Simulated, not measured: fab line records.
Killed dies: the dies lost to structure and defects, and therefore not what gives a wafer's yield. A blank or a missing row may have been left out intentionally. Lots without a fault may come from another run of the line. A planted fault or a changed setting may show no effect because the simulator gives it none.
fab line records    flow nand-harc
[record] lots = 14  wafers = 42  last-day = 33
route steps=1302 shown A_BLC@1124 A_M0@1142
lots untouched by any fault: they come from a run of this same line in which no faults occurred
start-h: start of the lot's first displayed wafer, in hours after the record's first day    wait-h: time in hours since the lot's previous step    " as in the row above    L1.1+2: a single row standing in for several wafers    - no value, or no start given    * or withheld: withheld    < > ~ a bound
route shown NAME@n: a module of which the file shows steps, and the number in the route of the first    usual: mean/standard deviation of fault-free wafers    same: alike in all rows    chamber/n: place in a boat    sites: the reading at each site    _std_site: the values' standard deviation    _edge_site: mean of outer sites minus mean of inner sites    radius-mm: how far each site lies from the wafer's centre    mask NAME#n: copy n    behind: tool/chamber where the wafer was last shaped    hold: why the lot was held/for how many hours/how that ended    device: transistor that didn't switch, given as n, p or np    end of line: the route-end tests of the same wafers    where a step has no rows: the recipe by itself    killed: count of dies lost to structure and defects at first sort (not the wafer's yield)    map: a wafer's dies, marking killed ones x, the rest . and places with no die _
set.NAME: setting as actually run; set.NAME@STEP: the setting as run at that earlier step    model.NAME: the simulator's own value behind a step, which no gauge read
the route's steps for a sample of lots (tables are steps, rows are wafers)
services: a tool's chamber out of use, with start hour (start-h, from the record's first day; less than 0 if before it), hours out, and reason
[[steps]]
[step NHARC_A_BLC_CD_MEAS_19]
[usual] cd-nm = 99.3/1.7
lot.wafer  tool       chamber  start-h  wait-h  cd-nm
L464.2     cd-sem-01  -        539.32   -       99.1
L464.3     "          -        "        "       101.5
L464.6     "          -        "        "       100.5
L466.2     cd-sem-02  -        551.18   -       100.1
L466.4     "          -        "        "       100.4
L466.6     "          -        "        "       97.7
L467.1     cd-sem-03  -        585.59   -       101.4
L467.2     "          -        "        "       101.7
L467.4     "          -        "        "       98.9
L468.4     cd-sem-01  -        586.24   -       101.0
L468.5     "          -        "        "       98.6
L468.6     "          -        "        "       98.6
L469.1     cd-sem-01  -        591.96   -       99.8
L469.2     "          -        "        "       100.7
L469.5     "          -        "        "       98.8
L470.1     cd-sem-01  -        614.40   -       98.9
L470.4     "          -        "        "       100.2
L470.5     "          -        "        "       99.4
L471.1     cd-sem-03  -        620.31   -       100.8
L471.2     "          -        "        "       99.1
L471.3     "          -        "        "       99.8
L476.1     cd-sem-01  -        659.22   -       97.9
L476.2     "          -        "        "       97.7
L476.6     "          -        "        "       100.8
L481.2     cd-sem-02  -        691.73   -       99.2
L481.5     "          -        "        "       99.3
L481.6     "          -        "        "       100.5
L479.1     cd-sem-02  -        693.30   -       98.3
L479.3     "          -        "        "       100.9
L479.4     "          -        "        "       98.5
L480.2     cd-sem-02  -        699.39   -       99.7
L480.3     "          -        "        "       103.0
L480.6     "          -        "        "       104.1
L482.3     cd-sem-02  -        720.09   -       96.1
L482.4     "          -        "        "       96.6
L482.6     "          -        "        "       98.0
L483.2     cd-sem-03  -        733.77   -       98.9
L483.4     "          -        "        "       98.5
L483.6     "          -        "        "       101.5
L485.2     cd-sem-01  -        740.90   -       99.1
L485.3     "          -        "        "       98.2
L485.5     "          -        "        "       101.0
[step NHARC_A_BLC_DEGAS_30]
[recipe] temp-c = 300  time-s = 60
[usual] heater-power-w = 473/49  susceptor-temp-C = 300.01/0.19
lot.wafer  tool            chamber  start-h  wait-h  heater-power-w  susceptor-temp-C
L464.3     pvd-sputter-02  -        540.01   -       517             300.09
L464.2     "               -        "        "       451             299.94
L464.6     "               -        "        "       447             299.90
L466.4     pvd-sputter-01  -        551.77   -       420             299.61
L466.2     "               -        "        "       456             300.25
L466.6     "               -        "        "       445             299.94
L467.4     pvd-sputter-02  -        586.23   -       444             299.99
L467.1     "               -        "        "       499             300.05
L467.2     "               -        "        "       446             300.02
L468.4     pvd-sputter-03  -        586.86   -       410             299.98
L468.6     "               -        "        "       461             300.27
L468.5     "               -        "        "       480             299.93
L469.2     pvd-sputter-03  -        592.58   -       457             -
L469.1     "               -        "        "       470             -
L469.5     "               -        "        "       471             -
L470.1     pvd-sputter-02  -        615.00   -       491             -
L470.4     "               -        "        "       460             -
L470.5     "               -        "        "       503             -
L471.3     pvd-sputter-01  -        620.96   -       618             -
L471.2     "               -        "        "       405             -
L471.1     "               -        "        "       458             -
L476.2     pvd-sputter-02  -        659.85   -       443             300.30
L476.1     "               -        "        "       498             300.14
L476.6     "               -        "        "       511             300.28
L481.2     pvd-sputter-01  -        692.37   -       403             -
L481.6     "               -        "        "       590             -
L481.5     "               -        "        "       415             -
L479.3     pvd-sputter-02  -        693.91   -       444             300.25
L479.4     "               -        "        "       523             299.75
L479.1     "               -        "        "       429             299.87
L480.3     pvd-sputter-02  -        700.03   -       506             299.88
L480.2     "               -        "        "       429             300.16
L480.6     "               -        "        "       436             300.26
L482.4     pvd-sputter-02  -        720.74   -       483             300.17
L482.3     "               -        "        "       434             300.09
L482.6     "               -        "        "       524             300.16
L483.2     pvd-sputter-03  -        734.38   -       482             299.86
L483.4     "               -        "        "       445             299.89
L483.6     "               -        "        "       499             299.99
L485.2     pvd-sputter-01  -        741.51   -       481             299.94
L485.3     "               -        "        "       445             299.67
L485.5     "               -        "        "       412             300.25
[step NHARC_A_M0_SOFTBAKE_04]
[recipe] temp-c = 105  time-s = 55
[usual] exhaust-pa = 45.2/0.78  heater-power-total-W = 188.46/0.13
lot.wafer  tool            chamber  start-h  wait-h  exhaust-pa  heater-power-total-W
L464.2     litho-track-04  0        541      -       44.8        188.35
L464.3     "               0        "        "       46.1        188.27
L464.6     "               0        "        "       44.7        188.49
L466.2     litho-track-01  0        553      -       45.8        188.31
L466.4     "               0        "        "       45.3        188.36
L466.6     "               0        "        "       43.9        188.78
L467.1     litho-track-04  0        588      -       44.3        188.63
L467.2     "               0        "        "       44.6        188.52
L467.4     "               0        "        "       46.1        188.39
L468.4     litho-track-01  0        588      -       46.5        188.74
L468.5     "               0        "        "       47.0        188.65
L468.6     "               0        "        "       45.0        188.45
L469.1     litho-track-04  0        594      -       45.6        188.48
L469.2     "               0        "        "       45.5        188.28
L469.5     "               0        "        "       45.0        188.34
L470.1     litho-track-01  0        616      -       44.5        183.81
L470.4     "               0        "        "       44.6        184.10
L470.5     "               0        "        "       46.1        183.85
L471.1     litho-track-01  0        622      -       45.0        183.82
L471.2     "               0        "        "       45.3        183.74
L471.3     "               0        "        "       44.4        183.63
L476.1     litho-track-04  0        661      -       45.4        188.39
L476.2     "               0        "        "       45.2        188.31
L476.6     "               0        "        "       45.0        188.51
L481.2     litho-track-01  0        694      -       45.0        188.31
L481.5     "               0        "        "       45.1        188.62
L481.6     "               0        "        "       45.2        188.47
L479.1     litho-track-06  0        695      -       44.6        188.68
L479.3     "               0        "        "       44.4        188.30
L479.4     "               0        "        "       43.1        188.55
L480.2     litho-track-04  0        701      -       45.4        188.31
L480.3     "               0        "        "       45.2        188.51
L480.6     "               0        "        "       44.3        188.33
L482.3     litho-track-01  0        722      -       45.1        188.47
L482.4     "               0        "        "       45.2        188.70
L482.6     "               0        "        "       45.6        188.32
L483.2     litho-track-01  0        736      -       45.3        188.55
L483.4     "               0        "        "       45.0        188.47
L483.6     "               0        "        "       45.1        188.51
L485.2     litho-track-01  0        743      -       45.7        188.39
L485.3     "               0        "        "       45.1        188.28
L485.5     "               0        "        "       46.0        188.34
[step NHARC_A_M0_CD_MEAS_09]
[recipe] target-cd-nm = 80  landing-energy-ev = 500
[usual] cd-nm = 80.0/0.48
lot.wafer  tool       chamber  start-h  wait-h  cd-nm
L464.2     cd-sem-01  0        542.35   -       79.0
L464.3     "          0        "        "       80.2
L464.6     "          0        "        "       80.0
L466.2     cd-sem-02  0        553.91   -       80.4
L466.4     "          0        "        "       80.1
L466.6     "          0        "        "       80.6
L467.1     cd-sem-03  0        588.53   -       79.5
L467.2     "          0        "        "       79.9
L467.4     "          0        "        "       80.3
L468.4     cd-sem-01  0        589.13   -       80.1
L468.5     "          0        "        "       79.6
L468.6     "          0        "        "       79.7
L469.1     cd-sem-01  0        594.85   -       80.3
L469.2     "          0        "        "       80.4
L469.5     "          0        "        "       80.1
L470.1     cd-sem-01  0        617.18   -       80.0
L470.4     "          0        "        "       80.0
L470.5     "          0        "        "       79.8
L471.1     cd-sem-02  0        623.26   -       80.5
L471.2     "          0        "        "       80.3
L471.3     "          0        "        "       80.2
L476.1     cd-sem-03  0        662.02   -       79.7
L476.2     "          0        "        "       79.9
L476.6     "          0        "        "       80.2
L481.2     cd-sem-01  0        694.51   -       80.1
L481.5     "          0        "        "       79.9
L481.6     "          0        "        "       79.8
L479.1     cd-sem-03  0        696.21   -       80.6
L479.3     "          0        "        "       80.4
L479.4     "          0        "        "       80.7
L480.2     cd-sem-01  0        702.20   -       79.9
L480.3     "          0        "        "       80.3
L480.6     "          0        "        "       80.5
L482.3     cd-sem-03  0        722.89   -       79.4
L482.4     "          0        "        "       79.6
L482.6     "          0        "        "       79.3
L483.2     cd-sem-01  0        736.75   -       80.5
L483.4     "          0        "        "       79.9
L483.6     "          0        "        "       80.7
L485.2     cd-sem-02  0        743.78   -       79.9
L485.3     "          0        "        "       79.5
L485.5     "          0        "        "       79.3
[[services]]
tool            chamber  start-h  hours  kind
pvd-sputter-03  -        526.00   10.0   pm
litho-track-06  -        529.00   7.0    pm
pvd-sputter-02  -        550.72   7.4    repair
litho-track-04  -        553.00   7.0    pm
pvd-sputter-01  -        582.28   10.0   pm
pvd-sputter-03  -        600.04   2.2    repair
pvd-sputter-03  -        618.08   0.6    repair
pvd-sputter-02  -        638.02   10.0   pm
pvd-sputter-02  -        652.07   4.9    repair
litho-track-01  -        680.00   7.0    pm
pvd-sputter-03  -        691.09   7.9    repair
litho-track-06  -        704.00   7.0    pm
pvd-sputter-03  -        704.00   10.0   pm
litho-track-04  -        728.00   7.0    pm
[[key]]
[first-sign] step = NHARC_A_M0_SOFTBAKE_04  reading = heater-power-total-W  direction = down  sigmas = 35  usual = *  struck = *
effect none on later readings
met-at NHARC_A_M0_SOFTBAKE_04
struck-lots L470,L471
not-acting-at NHARC_A_BLC_CD_MEAS_19,NHARC_A_BLC_DEGAS_30,NHARC_A_M0_CD_MEAS_09
onset-between 588 616
[fault] kind = process-parameter-drift  tool = litho-track-01  chamber = -  onset-h = 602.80  steps = NHARC_A_M0_SOFTBAKE_04  channel = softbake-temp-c  offset = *  shape = step  end-h = 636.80  acts-in = *  stated = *
